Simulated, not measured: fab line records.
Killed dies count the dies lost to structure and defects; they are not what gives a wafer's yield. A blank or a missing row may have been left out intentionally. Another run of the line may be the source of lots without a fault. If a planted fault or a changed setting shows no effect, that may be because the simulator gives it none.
fab line records	flow n5Finfet
record: lots: 7	wafers: 21
route steps=1938 shown BEOL_M7@1273 BEOL_M9@1401
startH: start of the lot's first displayed wafer, in hours after the record's first day	waitH: hours since the lot's step before	" as in the row above	L1.1+2: a single row standing in for several wafers	- either no value or no given start	* or withheld: withheld	< > ~ a bound
route shown NAME@n: names a module that has steps shown in the file, with the first one's number in the route	usual: mean/standard deviation taken from wafers without a fault	same: alike in all rows	chamber/n: place in a boat	sites: per-site readings	_std_site: the standard deviation of these	_edge_site: mean of outer sites minus mean of inner sites	radiusMm: how far each site lies from the wafer's centre	mask NAME#n: copy n	behind: the most recent tool/chamber to have shaped the wafer	hold: why the lot was held/for how many hours/how that ended	device: the transistor (n, p or np) that didn't switch	end of line: at the end of the route, the tests of the same wafers	a step without rows: its recipe alone	killed: at the first sort, the dies lost to defects and structure; wafer yield is something else	map: a wafer's dies, marking killed ones x, the rest . and places with no die _
set.NAME: the setting that was run; set.NAME@STEP: the one run at that earlier step	model.NAME: the simulator's own value behind a step, which no gauge read
one table per step and one row per wafer, for lots whose settings were changed on purpose
== steps ==
step: N5_BEOL_M7_EXPOSE_08
recipe: maskId: M7	na: 1.35	sourceShape: dipole	sigmaInner: 0.817	sigmaOuter: 0.97	polarization: te	doseMj: 68.25
lot.wafer	tool	chamber	startH	waitH	mask	set.doseMj
L075.1+6	arfiScanner-01	0	185.74	-	M7#0	68.25
L075.5	"	0	"	"	M7#0	69.57
L078.3+5	arfiScanner-01	0	215.09	-	M7#0	66.84
L078.6	"	0	"	"	M7#0	68.25
L079.2+4+6	arfiScanner-02	0	216.75	-	M7#0	68.25
L085.1+2+3	arfiScanner-03	0	255.59	-	M7#0	70.32
L091.3	arfiScanner-03	0	297.83	-	M7#0	64.47
L091.4+5	"	0	"	"	M7#0	68.25
L093.3	arfiScanner-02	0	307.91	-	M7#0	68.25
L093.4+5	"	0	"	"	M7#0	71.99
L092.2+3+5	arfiScanner-01	0	312.37	-	M7#0	68.25
step: N5_BEOL_M7_PEB_09
recipe: pebTempC: withheld	pebTimeS: 60	resist: CAR-ArF
step: N5_BEOL_M7_DEVELOP_10
recipe: developTimeS: 30	developer: TMAH	resist: CAR-ArF	rinseLiquid: diw	dry: airSpin	devTempC: 23
step: N5_BEOL_M7_CD_MEAS_11
recipe: targetCdNm: 38.5	landingEnergyEv: 500	detector: seInlens	polarity: opening
usual: cdNm: 38.5/0.53
lot.wafer	tool	chamber	startH	waitH	set.doseMj@BEOL_M7_EXPOSE_08	cdNm
L075.1	cdSem-02	0	185.87	-	68.25	38.8
L075.5	"	0	"	"	69.57	39.1
L075.6	"	0	"	"	68.25	37.8
L078.3	cdSem-03	0	215.21	-	66.84	38.0
L078.5	"	0	"	"	66.84	38.1
L078.6	"	0	"	"	68.25	39.0
L079.2	cdSem-03	0	216.88	-	68.25	39.3
L079.4	"	0	"	"	68.25	38.7
L079.6	"	0	"	"	68.25	39.2
L085.1	cdSem-01	0	255.72	-	70.32	39.6
L085.2	"	0	"	"	70.32	39.4
L085.3	"	0	"	"	70.32	39.1
L091.3	cdSem-01	0	297.94	-	64.47	35.4
L091.4	"	0	"	"	68.25	38.1
L091.5	"	0	"	"	68.25	37.4
L093.3	cdSem-03	0	308.03	-	68.25	38.7
L093.4	"	0	"	"	71.99	41.1
L093.5	"	0	"	"	71.99	40.7
L092.2	cdSem-02	0	312.50	-	68.25	38.2
L092.3	"	0	"	"	68.25	39.0
L092.5	"	0	"	"	68.25	38.4
step: N5_BEOL_M7_DESCUM_16
recipe: chemistry: O2	timeS: 7.9	sourcePowerW: 50	biasPowerW: 20	pressureMtorr: 20	rfFrequencyHz: 2.712e+07	tempC: 40	resist: CAR-ArF	o2FlowSccm: 225
step: N5_BEOL_M7_ETCH_61
recipe: chemistry: CF4	target: SiARC	targetDepthA: 455	maskMaterial: CAR-ArF	timeS: 75.8	ionEnergyEv: 80	pressureMtorr: 40	sourceW: 545	biasW: 36	Ar_flow_sccm: 100	cf4FlowSccm: 100	ends: cleared
lot.wafer	tool	chamber	startH	waitH	set.doseMj@BEOL_M7_EXPOSE_08	model.BEOL_M7.cdOffsetNm
L075.1	rieDiel-03	0	186.29	0.0	68.25	0
L075.5	"	1	"	"	69.57	0.8
L075.6	"	0	"	"	68.25	-0.4
L078.3	rieDiel-03	0	215.33	0.0	66.84	-0.8
L078.5	"	0	"	"	66.84	-0.6
L078.6	"	3	"	"	68.25	0
L079.2+4	rieDiel-04	3,0	217.00	0.0	68.25	0.8
L079.6	"	0	"	"	68.25	0.6
L085.1+2	rieDiel-03	3,1	255.84	0.0	70.32	1.4
L085.3	"	2	"	"	70.32	1
L091.3	rieDiel-01	1	298.07	0.0	64.47	-3.2
L091.4	"	3	"	"	68.25	-0.6
L091.5	"	2	"	"	68.25	-1.4
L093.3	rieDiel-04	0	308.15	0.0	68.25	0
L093.4	"	1	"	"	71.99	2.2
L093.5	"	2	"	"	71.99	2.4
L092.2+5	rieDiel-03	2,0	312.64	0.0	68.25	-0.4
L092.3	"	0	"	"	68.25	0.6
step: N5_BEOL_M7_ETCH_62
recipe: chemistry: N2/H2	target: SOC	targetDepthA: 1100	overetchA: 220	maskMaterial: SiARC	tempC: 40	timeS: 165	ionEnergyEv: 200	pressureMtorr: 30	sourceW: 840	biasW: 150	n2FlowSccm: 200	h2FlowSccm: 200
lot.wafer	tool	chamber	startH	waitH	set.doseMj@BEOL_M7_EXPOSE_08	model.BEOL_M7.cdOffsetNm
L075.1	rieDiel-03	0	186.34	0.0	68.25	-0.2
L075.5	"	1	"	"	69.57	0.8
L075.6	"	0	"	"	68.25	-0.4
L078.3+5	rieDiel-03	0	215.39	0.0	66.84	-0.6
L078.6	"	3	"	"	68.25	0
L079.2	rieDiel-04	3	217.05	0.0	68.25	0.6
L079.4	"	0	"	"	68.25	0.8
L079.6	"	0	"	"	68.25	0.4
L085.1	rieDiel-03	3	255.89	0.0	70.32	1.2
L085.2	"	1	"	"	70.32	1.8
L085.3	"	2	"	"	70.32	1
L091.3	rieDiel-01	1	298.12	0.0	64.47	-2.8
L091.4	"	3	"	"	68.25	-0.8
L091.5	"	2	"	"	68.25	-1.4
L093.3	rieDiel-04	0	308.21	0.0	68.25	-0.4
L093.4	"	1	"	"	71.99	2.4
L093.5	"	2	"	"	71.99	2.6
L092.2	rieDiel-03	2	312.70	0.0	68.25	-0.6
L092.3	"	0	"	"	68.25	0.2
L092.5	"	0	"	"	68.25	-0.8
step: N5_BEOL_M7_STRIP_68
recipe: chemistry: N2/H2	tempC: 40	n2FlowSccm: 200	h2FlowSccm: 200	rfFrequencyHz: 6e+07
step: N5_BEOL_M7_STRIP_67
recipe: chemistry: CF4	resist: SiARC	powerW: 300	biasPowerW: 75	pressureMtorr: 50	cf4FlowSccm: 150	rfFrequencyHz: 6e+07
step: N5_BEOL_M7_HM_OPEN_17
recipe: chemistry: Cl2/BCl3	targetDepthA: 200	overetchA: 60	target: TiN	maskMaterial: SOC	ionEnergyEv: 150	pressureMtorr: 10	icpW: 1000	biasW: 126	Cl2_flow_sccm: 53.25	bcl3FlowSccm: 21.75	Ar_flow_sccm: 25
lot.wafer	tool	chamber	startH	waitH	set.targetThkA@BEOL_M7_HM_DEP_02	model.etch.depthNm
L075.1	rieMetal-03	0	186.53	0.0	200	20.05
L075.5	"	0	"	"	218.1	21.98
L075.6	"	1	"	"	218.1	22.08
L078.3	rieMetal-02	1	215.63	0.1	200	19.91
L078.5	"	1	"	"	200	19.89
L078.6	"	1	"	"	216.3	21.35
L079.2	rieMetal-03	1	217.24	0.0	212.3	20.87
L079.4	"	0	"	"	212.3	20.98
L079.6	"	0	"	"	200	19.52
L085.1	rieMetal-02	1	256.08	0.0	200	20.18
L085.2	"	0	"	"	200	20.08
L085.3	"	1	"	"	200	20.34
L091.3	rieMetal-01	0	298.34	0.1	200	19.84
L091.4	"	1	"	"	180.5	18.19
L091.5	"	1	"	"	200	19.89
L093.3	rieMetal-03	1	308.42	0.1	200	20.4
L093.4	"	0	"	"	200	19.96
L093.5	"	1	"	"	200	20.01
L092.2	rieMetal-02	0	312.89	0.0	200	19.94
L092.3	"	1	"	"	200	20.05
L092.5	"	0	"	"	200	19.86
step: N5_BEOL_M7_STRIP_19
recipe: chemistry: O2	powerW: 400	tempC: 40	pressureMtorr: 30	rfFrequencyHz: 6e+07	biasPowerW: 0	overashFraction: 0.2	o2FlowSccm: 225
step: N5_BEOL_M7_CD_MEAS_18
recipe: pitchNm: 80	targetCdNm: 40
usual: cdNm: 40.0/0.62
lot.wafer	tool	chamber	startH	waitH	set.doseMj@BEOL_M7_EXPOSE_08	cdNm
L075.1	cdSem-01	-	186.73	0.0	68.25	39.8
L075.5	"	-	"	"	69.57	40.2
L075.6	"	-	"	"	68.25	39.7
L078.3	cdSem-02	-	215.85	0.1	66.84	39.3
L078.5	"	-	"	"	66.84	39.4
L078.6	"	-	"	"	68.25	39.9
L079.2	cdSem-03	-	217.42	0.1	68.25	40.3
L079.4	"	-	"	"	68.25	40.6
L079.6	"	-	"	"	68.25	40.3
L085.1	cdSem-01	-	256.30	0.0	70.32	41.4
L085.2	"	-	"	"	70.32	41.7
L085.3	"	-	"	"	70.32	41.0
L091.3	cdSem-02	-	298.53	0.1	64.47	37.1
L091.4	"	-	"	"	68.25	39.4
L091.5	"	-	"	"	68.25	38.8
L093.3	cdSem-01	-	308.58	0.1	68.25	39.9
L093.4	"	-	"	"	71.99	42.3
L093.5	"	-	"	"	71.99	42.9
L092.2	cdSem-03	-	313.07	0.1	68.25	39.0
L092.3	"	-	"	"	68.25	40.2
L092.5	"	-	"	"	68.25	39.1
step: N5_BEOL_M7_COAT_63
recipe: resist: SOC	tempC: 250	timeS: 60	spinRpm: 1500	resistThkNm: 60
step: N5_BEOL_M7_COAT_64
recipe: resist: SiARC	tempC: 220	timeS: 60	spinRpm: 1500	resistThkNm: 12
step: N5_BEOL_M7_STRIP_76
recipe: chemistry: C4F6/O2	resist: SiARC	rfFrequencyHz: 6e+07
step: N5_BEOL_M7_STRIP_36
recipe: chemistry: N2/H2	powerW: 450	tempC: 40	pressureMtorr: 20	rfFrequencyHz: 6e+07	overashFraction: 0.3	biasPowerW: 7	h2Frac: 0.5	n2FlowSccm: 200	h2FlowSccm: 200
step: N5_BEOL_M7_TRENCH_ETCH_37
recipe: chemistry: C4F6/O2	targetDepthA: 934.78	target: SiCOH_lowk	timeS: 31.2	ionEnergyEv: 250	pressureMtorr: 30	sourceW: 345	biasW: 185	Ar_flow_sccm: 300	C4F6_flow_sccm: 10	O2_flow_sccm: 10
lot.wafer	tool	chamber	startH	waitH	set.targetThkA@BEOL_M7_HM_DEP_02	model.TiN_of_BEOL_M7_HM_DEP_02.thkNm
L075.1	rieDiel-01	0	-	-	200	17.4
L075.5	"	3	"	"	218.1	19.4
L075.6	"	0	"	"	218.1	19.6
L079.2	rieDiel-04	1	-	-	212.3	18.2
L079.4	"	0	"	"	212.3	18.4
L079.6	"	0	"	"	200	16.8
L078.3+5	rieDiel-01	2,0	-	-	200	17.2
L078.6	"	2	"	"	216.3	18.6
L085.1+3	rieDiel-04	2,3	-	-	200	17.6
L085.2	"	1	"	"	200	17.4
L091.3+5	rieDiel-04	1	-	-	200	17.2
L091.4	"	3	"	"	180.5	15.6
L093.3	rieDiel-03	3	-	-	200	17.6
L093.4	"	1	"	"	200	17.2
L093.5	"	3	"	"	200	17.4
L092.2+5	rieDiel-04	0,1	-	-	200	17.2
L092.3	"	2	"	"	200	17.4
step: N5_BEOL_M7_ETCH_41
recipe: chemistry: CH3F/O2	target: SiCN	targetDepthA: 319	taperDeg: 2	timeS: 57.8	ionEnergyEv: 120	maskMaterial: TiN	pressureMtorr: 30	sourceW: 395	biasW: 75	Ar_flow_sccm: 150	CH3F_flow_sccm: 30	O2_flow_sccm: 20
step: N5_BEOL_M7_STRIP_80
recipe: chemistry: N2/H2	timeS: 10	powerW: 450	tempC: 40	pressureMtorr: 20	rfFrequencyHz: 6e+07	biasPowerW: 7	n2FlowSccm: 200	h2FlowSccm: 200
step: N5_BEOL_M7_PRECLEAN_42
recipe: chemistry: residueRemover	timeS: 60	tempC: 40
step: N5_BEOL_M7_SRD_43
recipe: timeS: 30	tempC: 23	rinseLiquid: diw	dry: ipaMarangoni
step: N5_BEOL_M7_CD_MEAS_35
recipe: targetCdNm: 40	polarity: opening
usual: cdNm: 40.0/0.64
lot.wafer	tool	chamber	startH	waitH	set.doseMj@BEOL_M7_EXPOSE_08	cdNm
L075.1	cdSem-03	-	190.38	0.0	68.25	40.1
L075.5	"	-	"	"	69.57	40.6
L075.6	"	-	"	"	68.25	39.8
L079.2	cdSem-02	-	219.96	0.0	68.25	40.2
L079.4	"	-	"	"	68.25	40.9
L079.6	"	-	"	"	68.25	40.2
L078.3	cdSem-03	-	220.18	0.0	66.84	39.3
L078.5	"	-	"	"	66.84	39.8
L078.6	"	-	"	"	68.25	40.0
L085.1	cdSem-03	-	258.48	0.0	70.32	40.7
L085.2	"	-	"	"	70.32	41.5
L085.3	"	-	"	"	70.32	40.9
L091.3	cdSem-03	-	300.15	0.0	64.47	37.6
L091.4	"	-	"	"	68.25	38.9
L091.5	"	-	"	"	68.25	39.1
L093.3	cdSem-02	-	309.71	0.0	68.25	39.8
L093.4	"	-	"	"	71.99	42.2
L093.5	"	-	"	"	71.99	42.5
L092.2	cdSem-02	-	315.35	0.0	68.25	39.0
L092.3	"	-	"	"	68.25	40.1
L092.5	"	-	"	"	68.25	39.5
step: N5_BEOL_M9_ILD_DEP_00
recipe: material: SiCOH_lowk	targetThkA: 3085.1	tempC: 300	precursor: DEMS/porogen	pressureTorr: 5	rfW: 500	timeS: 58
lot.wafer	tool	chamber	startH	waitH	set.timeS	model.SiCOH_lowk_of_BEOL_M9_ILD_DEP_00.thkNm
L075.1	pecvd-04	0	200.80	0.0	58	304.4
L075.5	"	1	"	"	58	309
L075.6	"	0	"	"	58	314.4
L079.2	pecvd-03	0	230.35	0.0	52.83	277.2
L079.4	"	2	"	"	58	307.6
L079.6	"	1	"	"	52.83	278.6
L078.3	pecvd-04	2	230.77	0.0	58	305
L078.5	"	2	"	"	58	310
L078.6	"	1	"	"	50.93	274.6
L085.1	pecvd-04	0	270.55	0.0	58	304.8
L085.2	"	2	"	"	63.84	339.6
L085.3	"	1	"	"	58	308
L091.3	pecvd-01	2	312.62	0.0	50.9	264.4
L091.4	"	1	"	"	58	307.2
L091.5	"	2	"	"	58	306
L093.3	pecvd-01	0	322.07	0.0	58	309.6
L093.4	"	1	"	"	58	306.8
L093.5	"	0	"	"	58	312.8
L092.2	pecvd-01	2	327.19	0.0	58	303.2
L092.3	"	1	"	"	58	300.6
L092.5	"	2	"	"	58	306.6
step: N5_BEOL_M9_CURE_71
recipe: tempC: 385	timeS: 240	ambient: He/Ar	material: SiCOH_lowk
lot.wafer	tool	chamber	startH	waitH	set.timeS@BEOL_M9_ILD_DEP_00	model.SiCOH_lowk_of_BEOL_M9_ILD_DEP_00.thkNm
L075.1	uvCure-03	0	200.87	0.0	58	264.4
L075.5	"	0	"	"	58	268.4
L075.6	"	0	"	"	58	273.2
L079.2	uvCure-02	2	230.51	0.1	52.83	240.4
L079.4	"	2	"	"	58	267.2
L079.6	"	2	"	"	52.83	241.6
L078.3	uvCure-03	0	231.09	0.3	58	264.8
L078.5	"	0	"	"	58	269.4
L078.6	"	0	"	"	50.93	238
L085.1	uvCure-03	0	270.63	0.0	58	264.8
L085.2	"	0	"	"	63.84	295.6
L085.3	"	0	"	"	58	267.4
L091.3	uvCure-02	1	312.86	0.2	50.9	229.2
L091.4	"	1	"	"	58	266.8
L091.5	"	1	"	"	58	265.8
L093.3	uvCure-02	1	322.31	0.2	58	269
L093.4	"	1	"	"	58	266.4
L093.5	"	1	"	"	58	271.8
L092.2	uvCure-03	1	327.35	0.1	58	263.4
L092.3	"	1	"	"	58	261
L092.5	"	1	"	"	58	266.2
step: N5_BEOL_M9_THK_MEAS_01
recipe: reads: SiCOH_lowk_of_BEOL_M9_ILD_DEP_00
usual: M9_ILD_THK: 268/3.7
lot.wafer	tool	chamber	startH	waitH	set.timeS@BEOL_M9_ILD_DEP_00	M9_ILD_THK[nm]
L075.1	filmMetro-01	-	201.39	0.4	58	264
L075.5	"	-	"	"	58	268
L075.6	"	-	"	"	58	273
L079.2	filmMetro-01	-	230.94	0.4	52.83	240
L079.4	"	-	"	"	58	267
L079.6	"	-	"	"	52.83	242
L078.3	filmMetro-02	-	231.45	0.3	58	265
L078.5	"	-	"	"	58	269
L078.6	"	-	"	"	50.93	238
L085.1	filmMetro-01	-	271.14	0.4	58	265
L085.2	"	-	"	"	63.84	295
L085.3	"	-	"	"	58	267
L091.3	filmMetro-02	-	313.21	0.3	50.9	229
L091.4	"	-	"	"	58	267
L091.5	"	-	"	"	58	266
L093.3	filmMetro-01	-	322.66	0.3	58	269
L093.4	"	-	"	"	58	267
L093.5	"	-	"	"	58	272
L092.2	filmMetro-01	-	327.78	0.4	58	263
L092.3	"	-	"	"	58	261
L092.5	"	-	"	"	58	266
step: N5_BEOL_M9_HM_DEP_02
recipe: material: TiN	targetThkA: 200	tempC: 25	chamberPressurePa: 0.49996
lot.wafer	tool	chamber	startH	waitH	set.targetThkA	model.TiN_of_BEOL_M9_HM_DEP_02.thkNm
L075.1+5	pvdSputter-01	-	201.59	0.2	173.8	17.4
L075.6	"	-	"	"	200	20
L079.2+6	pvdSputter-03	-	231.04	0.0	175.9	17.8
L079.4	"	-	"	"	200	20
L078.3	pvdSputter-03	-	232.08	0.6	200	20.2
L078.5+6	"	-	"	"	200	20
L085.1	pvdSputter-02	-	272.60	1.4	184.5	18
L085.2	"	-	"	"	184.5	18.4
L085.3	"	-	"	"	200	20
L091.3+5	pvdSputter-02	-	315.07	1.8	219.8	22.2
L091.4	"	-	"	"	200	20.4
L093.3+5	pvdSputter-03	-	323.38	0.7	200	20.6
L093.4	"	-	"	"	183	18.8
L092.2+3+5	pvdSputter-02	-	329.15	1.3	200	20
step: N5_BEOL_M9_COAT_59
recipe: resist: SOC	tempC: 250	timeS: 60	spinRpm: 1500	resistThkNm: 100
step: N5_BEOL_M9_COAT_60
recipe: resist: SiARC	tempC: 220	timeS: 60	spinRpm: 1500	resistThkNm: 30
step: N5_BEOL_M9_STRIP_68
recipe: chemistry: N2/H2	tempC: 40	n2FlowSccm: 200	h2FlowSccm: 200	rfFrequencyHz: 6e+07
step: N5_BEOL_M9_STRIP_67
recipe: chemistry: CF4	resist: SiARC	powerW: 300	biasPowerW: 75	pressureMtorr: 50	cf4FlowSccm: 150	rfFrequencyHz: 6e+07
step: N5_BEOL_M9_HM_OPEN_17
recipe: chemistry: Cl2/BCl3	targetDepthA: 200	overetchA: 60	target: TiN	maskMaterial: SOC	ionEnergyEv: 150	pressureMtorr: 10	icpW: 1000	biasW: 126	Cl2_flow_sccm: 53.25	bcl3FlowSccm: 21.75	Ar_flow_sccm: 25
lot.wafer	tool	chamber	startH	waitH	set.targetThkA@BEOL_M9_HM_DEP_02	model.etch.depthNm
L075.1	rieMetal-02	1	202.45	0.0	173.8	17.34
L075.5	"	0	"	"	173.8	17.32
L075.6	"	1	"	"	200	20.01
L079.2	rieMetal-03	0	232.06	0.0	175.9	17.71
L079.4	"	1	"	"	200	20.07
L079.6	"	0	"	"	175.9	17.85
L078.3	rieMetal-02	1	233.46	0.1	200	20.17
L078.5	"	1	"	"	200	20.08
L078.6	"	0	"	"	200	20.02
L085.1	rieMetal-02	1	273.67	0.0	184.5	18.09
L085.2	"	0	"	"	184.5	18.41
L085.3	"	1	"	"	200	19.92
L091.3	rieMetal-03	0	315.95	0.1	219.8	22.11
L091.4	"	1	"	"	200	20.48
L091.5	"	1	"	"	219.8	22.27
L093.3	rieMetal-01	1	324.26	0.1	200	20.53
L093.4	"	0	"	"	183	18.84
L093.5	"	0	"	"	200	20.56
L092.2	rieMetal-03	0	330.01	0.0	200	19.91
L092.3	"	1	"	"	200	19.99
L092.5	"	1	"	"	200	20.02
step: N5_BEOL_M9_STRIP_19
recipe: chemistry: O2	powerW: 400	tempC: 40	pressureMtorr: 30	rfFrequencyHz: 6e+07	biasPowerW: 0	overashFraction: 0.2	o2FlowSccm: 225
step: N5_BEOL_M9_STRIP_73
recipe: chemistry: C4F6/O2	resist: SiARC	rfFrequencyHz: 6e+07
step: N5_BEOL_M9_STRIP_36
recipe: chemistry: N2/H2	powerW: 450	tempC: 40	pressureMtorr: 20	rfFrequencyHz: 6e+07	overashFraction: 0.3	biasPowerW: 7	h2Frac: 0.5	n2FlowSccm: 200	h2FlowSccm: 200
step: N5_BEOL_M9_TRENCH_ETCH_37
recipe: chemistry: C4F6/O2	targetDepthA: 1514.3	target: SiCOH_lowk	timeS: 49	ionEnergyEv: 250	pressureMtorr: 30	sourceW: 345	biasW: 185	Ar_flow_sccm: 300	C4F6_flow_sccm: 10	O2_flow_sccm: 10
lot.wafer	tool	chamber	startH	waitH	set.targetThkA@BEOL_M9_HM_DEP_02	model.TiN_of_BEOL_M9_HM_DEP_02.thkNm
L075.1+5	rieDiel-03	1,0	-	-	173.8	13.2
L075.6	"	1	"	"	200	15.8
L079.2	rieDiel-04	3	-	-	175.9	13.6
L079.4	"	1	"	"	200	16
L079.6	"	3	"	"	175.9	13.8
L078.3+5	rieDiel-04	3,1	-	-	200	16
L078.6	"	3	"	"	200	15.8
L085.1	rieDiel-03	2	-	-	184.5	13.8
L085.2	"	1	"	"	184.5	14
L085.3	"	0	"	"	200	15.6
L091.3	rieDiel-04	1	-	-	219.8	18
L091.4	"	2	"	"	200	16.4
L091.5	"	3	"	"	219.8	18.2
L093.3	rieDiel-03	2	-	-	200	16.2
L093.4	"	1	"	"	183	14.6
L093.5	"	3	"	"	200	16.4
L092.2	rieDiel-04	2	-	-	200	15.8
L092.3+5	"	0	"	"	200	15.6
== key ==
split: step: N5_BEOL_M7_EXPOSE_08	setting: doseMj	stated: 68.25	by: wafer
response: step: N5_BEOL_M7_CD_MEAS_11	reading: cdNm	change: +0.424	per: 1%	r: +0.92
response: step: N5_BEOL_M7_ETCH_61	reading: model.BEOL_M7.cdOffsetNm	change: +0.41	per: 1%	r: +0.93
response: step: N5_BEOL_M7_ETCH_62	reading: model.BEOL_M7.cdOffsetNm	change: +0.417	per: 1%	r: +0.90
response: step: N5_BEOL_M7_CD_MEAS_18	reading: cdNm	change: +0.412	per: 1%	r: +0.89
response: step: N5_BEOL_M7_CD_MEAS_35	reading: cdNm	change: +0.352	per: 1%	r: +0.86
split: step: N5_BEOL_M9_ILD_DEP_00	setting: timeS	stated: 58	by: wafer
response: step: N5_BEOL_M9_ILD_DEP_00	reading: model.SiCOH_lowk_of_BEOL_M9_ILD_DEP_00.thkNm	change: +3.16	per: 1%	r: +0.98
response: step: N5_BEOL_M9_CURE_71	reading: model.SiCOH_lowk_of_BEOL_M9_ILD_DEP_00.thkNm	change: +2.79	per: 1%	r: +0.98
response: step: N5_BEOL_M9_THK_MEAS_01	reading: M9_ILD_THK	change: +2.8	per: 1%	r: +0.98
split: step: N5_BEOL_M9_HM_DEP_02	setting: targetThkA	stated: 200	by: wafer
response: step: N5_BEOL_M9_HM_DEP_02	reading: model.TiN_of_BEOL_M9_HM_DEP_02.thkNm	change: +0.197	per: 1%	r: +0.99
response: step: N5_BEOL_M9_HM_OPEN_17	reading: model.etch.depthNm	change: +0.195	per: 1%	r: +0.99
response: step: N5_BEOL_M9_TRENCH_ETCH_37	reading: model.TiN_of_BEOL_M9_HM_DEP_02.thkNm	change: +0.194	per: 1%	r: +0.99
split outsideThisFile step=N5_BEOL_M7_HM_DEP_02 setting=targetThkA
split outsideThisFile: this setting was split too, and the file shows its column; the key of that split is in another file
